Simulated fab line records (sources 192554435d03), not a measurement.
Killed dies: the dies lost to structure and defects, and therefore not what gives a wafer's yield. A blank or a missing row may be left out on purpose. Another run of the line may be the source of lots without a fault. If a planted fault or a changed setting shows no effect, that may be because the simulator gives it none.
Code-filled problem report in 8D (eight disciplines) form :: flow n5_finfet :: the parts of the form that need people (team, actions taken, sign-off) are left out

## 1. THE ISSUE
IOFF_P at N5_BEOL_M4_RC_MEAS_101 reads a mean of 1.65 nA/um on 1 wafer of 1 lot; wafers without a fault read 0.21 nA/um with a standard deviation of 0.049. Relative to the usual mean, that is a shift of +29 standard deviations.
The first sign was on wafer L378.2 at day 13 13:41, on prober-02. Wafers with a number at this step in the record: 32, from 11 lots. By rule, "out" or "out of limits" means more than 4 standard deviations away from the usual mean. The other wafers with a number count as sound.

## 2. WHAT THIS IS AND IS NOT
question: which readings at this step
is: IOFF_P, DIBL_P, IOFF_P_85C, IOFF_P_LIN, ION_P, REXT_P, SS_P, VT_P, VT_P_LVT
is not: DIBL_N, IOFF_N, ION_N, SS_N, VT_N

question: which lots
is: L378
is not: L361, L362, L363, L364, L365, L368, L381, L382, L383, L384

question: which wafers of those lots
is: L378.2
is not: L378.1, L378.4

question: read on which gauges
is: prober-02
is not: prober-01

question: when
is: from day 13 13:41
is not: up to then (20 sound wafers); but 11 sound wafers of L381, L382, L383, L384 came after

## 3. THE SUSPECTS, EACH WITH WHAT RULES IT OUT
Counting: any tool at a process step up to the reading remains a suspect provided it ran every lot that is out. Sound lots after the first of them don't rule it out here, since some wafers of a struck lot are sound.
- the gauge at N5_BEOL_M4_RC_MEAS_101: ruled out. All the wafers that are out were read on prober-02, but those of them that N5_PASSIVATION_PROBE_49 has rows for are out there too, on other tools.
- epi_rpcvd-03 at N5_SD_EPI_P_VAPOR_ETCH_44 (etches SiGe30 in NF3/Ar, time 3.3 s): kept. It ran the lot that is out, L378 (day 7 13:54); its last sound lot up to then is L365 (day 4 10:49).
- pvd_sputter-01 at N5_BEOL_M4_DEGAS_44 (time 60 s): kept. It ran the lot that is out, L378 (day 13 08:47); its last sound lot up to then is L364 (day 9 11:14).
- pvd_sputter-01 at N5_BEOL_M4_SPUTTER_90 (material Cu, target thk 4.5 nm, time 8.29 s): kept. It ran the lot that is out, L378 (day 13 11:20); its last sound lot up to then is L364 (day 9 12:53).
- pvd_sputter-01 at N5_BEOL_M4_SPUTTER_92 (material Cu, target thk 4.5 nm, time 8.29 s): kept. It ran the lot that is out, L378 (day 13 11:33); its last sound lot up to then is L364 (day 9 13:06).
Left after counting: epi_rpcvd-03 at N5_SD_EPI_P_VAPOR_ETCH_44, pvd_sputter-01 at N5_BEOL_M4_DEGAS_44, pvd_sputter-01 at N5_BEOL_M4_SPUTTER_90, pvd_sputter-01 at N5_BEOL_M4_SPUTTER_92.

## 4. THE CAUSE (what the simulator had put in)
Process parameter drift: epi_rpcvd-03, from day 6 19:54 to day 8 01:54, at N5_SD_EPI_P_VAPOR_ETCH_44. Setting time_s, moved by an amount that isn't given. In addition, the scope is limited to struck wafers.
After counting, 4 suspects remain, this tool included.

## 5. SEQUENCE OF EFFECTS, ordered by route
Each row: a reading whose mean over the struck wafers that have a number lies more than 3 standard deviations from the usual. Scope: only readings with a usual standard deviation given in the record; hours: median across lots of the time from each lot's start at the first step in this table that gives one to its start at this step; sigmas: change in usual standard deviations.
hours: 0
step: N5_BEOL_M4_RC_MEAS_101
reading: DIBL_P
usual: 36.2 mV/V
on struck wafers: 57.4
change: +21.2
sigmas: +7.1

hours: 0
step: N5_BEOL_M4_RC_MEAS_101
reading: IOFF_P
usual: 0.21 nA/um
on struck wafers: 1.65
change: +1.44
sigmas: +29

hours: 0
step: N5_BEOL_M4_RC_MEAS_101
reading: IOFF_P_85C
usual: 3.7 nA/um
on struck wafers: 20.7
change: +17.0
sigmas: +24

hours: 0
step: N5_BEOL_M4_RC_MEAS_101
reading: IOFF_P_LIN
usual: 0.100 nA/um
on struck wafers: 0.519
change: +0.419
sigmas: +25

hours: 0
step: N5_BEOL_M4_RC_MEAS_101
reading: ION_P
usual: 461 uA/um
on struck wafers: 540
change: +79
sigmas: +9.1

hours: 0
step: N5_BEOL_M4_RC_MEAS_101
reading: REXT_P
usual: 100.4 ohm.um
on struck wafers: 80.0
change: -20.4
sigmas: -8.9

hours: 0
step: N5_BEOL_M4_RC_MEAS_101
reading: SS_P
usual: 73.4 mV/dec
on struck wafers: 77.8
change: +4.4
sigmas: +4.9

hours: 0
step: N5_BEOL_M4_RC_MEAS_101
reading: VT_P
usual: -250 mV
on struck wafers: -217
change: +33
sigmas: +8.2

hours: 0
step: N5_BEOL_M4_RC_MEAS_101
reading: VT_P_LVT
usual: -99 mV
on struck wafers: -64
change: +35
sigmas: +9.0

hours: 108
step: N5_PASSIVATION_PROBE_49
reading: sort_bin_4_leakage
usual: 0.00 %
on struck wafers: 92.12
change: +92.12
sigmas: +99 or more

hours: 108
step: N5_PASSIVATION_PROBE_49
reading: sort_n_pass
usual: 1080
on struck wafers: 0
change: -1080
sigmas: -47
Its process steps:
- N5_PASSIVATION_PROBE_49

## 6. HOW IT WOULD HAVE BEEN CAUGHT EARLIER
In this record the first reading out of limits at a measuring or inspecting step was taken at day 13 13:41, 162 hours after the fault began at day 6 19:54.
The start of N5_SD_EPI_P_VAPOR_ETCH_44 on epi_rpcvd-03 came by day 13 13:41 for every one of the lots that are out (1). Tool hold at that time: it would have spared none of them.
